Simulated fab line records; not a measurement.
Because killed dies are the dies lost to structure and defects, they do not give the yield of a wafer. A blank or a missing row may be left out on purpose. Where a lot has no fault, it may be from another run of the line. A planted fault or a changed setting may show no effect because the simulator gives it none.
Lot-split experiment	flow n5 finfet	39 wafers read from 7 lots, route of 1938 steps

ON THE SPLIT
At N5_SPACER0_ALD_07 (deposits SiNx, target thk 2 nm), the setting target thk a was moved away from the recipe's 20 angstrom on 18 of the 39 wafers read, by -16.0% to +15.1%. For the rest of the wafers, this setting stayed at what the recipe calls for.

The reading comes from the split's own step.

THE READING
SiNx_of_SPACER0_ALD_07.thk nm (the simulator's own value, which no gauge read), in nm, at N5_SPACER0_ALD_07 (deposits SiNx, target thk 2 nm). No usual value for it is given in the file.

wafer	tool, chamber at the split	target thk a as run, angstrom	against the recipe	SiNx_of_SPACER0_ALD_07.thk nm, nm	against lot-mates on the recipe
L074.2	ald sin-04, 3,1,0	20	recipe	2	-
L074.3	ald sin-04, 3,1,0	20	recipe	2	-
L074.4	ald sin-04, 3,1,0	20	recipe	2	-
L076.1	ald sin-02, 3	19.04	-4.8%	1.8	-0.2
L076.2	ald sin-02, 2,0,1	20	recipe	2	-
L076.5	ald sin-02, 2,0,1	20	recipe	2	-
L076.6	ald sin-02, 2,0,1	20	recipe	2	-
L076.3	ald sin-02, 0,1	19.04	-4.8%	2	+0.0
L076.4	ald sin-02, 0,1	19.04	-4.8%	2	+0.0
L079.1	ald sin-02, 3	16.81	-16.0%	1.6	-0.4
L079.5	ald sin-02, 3	16.81	-16.0%	1.6	-0.4
L079.2	ald sin-02, 0	16.81	-16.0%	1.8	-0.2
L079.3	ald sin-02, 2,1,2	20	recipe	2	-
L079.4	ald sin-02, 2,1,2	20	recipe	2	-
L079.6	ald sin-02, 2,1,2	20	recipe	2	-
L081.1	ald sin-02, 1,0,3	20	recipe	2	-
L081.3	ald sin-02, 1,0,3	20	recipe	2	-
L081.4	ald sin-02, 1,0,3	20	recipe	2	-
L081.2	ald sin-02, 2,1,2	23.01	+15.1%	2.2	+0.2
L081.5	ald sin-02, 2,1,2	23.01	+15.1%	2.2	+0.2
L081.6	ald sin-02, 2,1,2	23.01	+15.1%	2.2	+0.2
L084.1	ald sin-02, 2,3,0	22.52	+12.6%	2.2	+0.2
L084.2	ald sin-02, 2,3,0	22.52	+12.6%	2.2	+0.2
L084.6	ald sin-02, 2,3,0	22.52	+12.6%	2.2	+0.2
L084.3	ald sin-02, 1,0,3	20	recipe	2	-
L084.4	ald sin-02, 1,0,3	20	recipe	2	-
L084.5	ald sin-02, 1,0,3	20	recipe	2	-
L093.1	ald sin-03, 3,1	16.99	-15.1%	1.8	-0.2
L093.2	ald sin-03, 3,1	16.99	-15.1%	1.8	-0.2
L093.3	ald sin-03, 2,0,1	20	recipe	2	-
L093.4	ald sin-03, 2,0,1	20	recipe	2	-
L093.6	ald sin-03, 2,0,1	20	recipe	2	-
L093.5	ald sin-03, 0	16.99	-15.1%	1.6	-0.4
L095.1	ald sin-03, 0,2,3	20	recipe	2	-
L095.5	ald sin-03, 0,2,3	20	recipe	2	-
L095.6	ald sin-03, 0,2,3	20	recipe	2	-
L095.2	ald sin-03, 3,1,2	21.82	+9.1%	2.2	+0.2
L095.3	ald sin-03, 3,1,2	21.82	+9.1%	2.2	+0.2
L095.4	ald sin-03, 3,1,2	21.82	+9.1%	2.2	+0.2
If several chambers appear in one row, that row covers several wafers at once and the file leaves open which wafer was in which chamber.

THE FIT
A straight line over all 39 wafers: SiNx_of_SPACER0_ALD_07.thk nm changes by +0.0175 nm for each +1% of target thk a; r = +0.95; the points scatter about the line by 0.054 nm.
The same after taking each lot's own level away (the mean of its wafers on the recipe; 39 wafers): +0.0175 nm for each +1%; r = +0.95; scatter 0.054 nm.
The reading moves by 0.28 nm for the largest change in target thk a, on that fit.
The lots' own levels span 2.00 to 2.00 nm.
The two slopes are in agreement: the lot-to-lot level therefore moves the slope only a little.
Check: -0.271 nm against its lot-mates is what the line predicts for one of the wafers moved furthest among these (-16.0%) when that wafer is left out of the fit. Against them it came out at -0.4 nm.

THE OTHER SPLITS THESE WAFERS WENT THROUGH
Before the reading, these wafers also passed through other splits. Each is held against what the fit with the lots' levels taken away leaves over:
other split on the same wafers	wafers away from the commonest value	r with SiNx_of_SPACER0_ALD_07.thk nm (lot level and that fit taken away)
N5_FIN_SAQP_ETCH_69 target depth a	12	-0.06
N5_DUMMY_GATE_CVD_03 target thk a	12	+0.07
N5_DUMMY_GATE_ETCH_37 source w	18	+0.19
N5_DUMMY_GATE_ETCH_42 bias w	12	+0.11

FILE'S OWN FIT
SiNx_of_SPACER0_ALD_07.thk nm changes by +0.0175 nm for each +1% of target thk a, r = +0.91.
